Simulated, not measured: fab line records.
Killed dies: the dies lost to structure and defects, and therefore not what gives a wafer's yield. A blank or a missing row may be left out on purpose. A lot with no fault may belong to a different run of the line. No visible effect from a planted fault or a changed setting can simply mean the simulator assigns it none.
Chamber matching    flow n5-finfet    N5_HKMG_FIN_ALD_36 on ald-metal-03: 4 sister chambers
The step deposits TiN, target thk 1 nm, pulse time 1 s, purge time 3 s. 4 wafers are shown with their chamber, then 11 later ones without.

== EACH WAFER AND ITS CHAMBER ==
wafer   chamber  heater-power-w (W)
L086.5  1        1124
L089.4  3        812
L089.6  0        883
L091.1  2        1101

== WAFERS WITHOUT THEIR CHAMBER ==
wafer   heater-power-w (W)
L091.2  906
L091.3  1115
L092.4  1072
L092.5  1100
L092.6  1155
L094.2  1113
L094.5  1103
L094.6  1096
L096.1  870
L096.2  1095
L096.3  829

== THE CHAMBER EACH PASSED THROUGH ==
wafer   from the rows above      in truth
L091.2  0                        0
L091.3  can't be placed: 1 or 2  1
L092.4  can't be placed: 2 or 1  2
L092.5  can't be placed: 2 or 1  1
L092.6  can't be placed: 1 or 2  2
L094.2  can't be placed: 1 or 2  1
L094.5  can't be placed: 2 or 1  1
L094.6  can't be placed: 2 or 1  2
L096.1  0                        0
L096.2  can't be placed: 2 or 1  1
L096.3  3                        3
3 of 11 placed correctly. Unplaceable from these rows: 8, with the true chamber sitting among the candidates in 8. Number placed wrongly: 0.
How it was worked out, from the rows above alone: a wafer's distance from a chamber is the root of the sum, over the readings, of the square of ((its reading less the chamber's mean) divided by the reading's scatter). If the next closest chamber is less than 2 further off than the closest, the wafer can't be placed; otherwise it belongs to the closest. For every chamber, the mean is computed from those of its wafers that are shown. The scatter (one wafer shown for each chamber): square how far every hidden wafer sits from the nearest shown wafer, average those squares and take the square root.
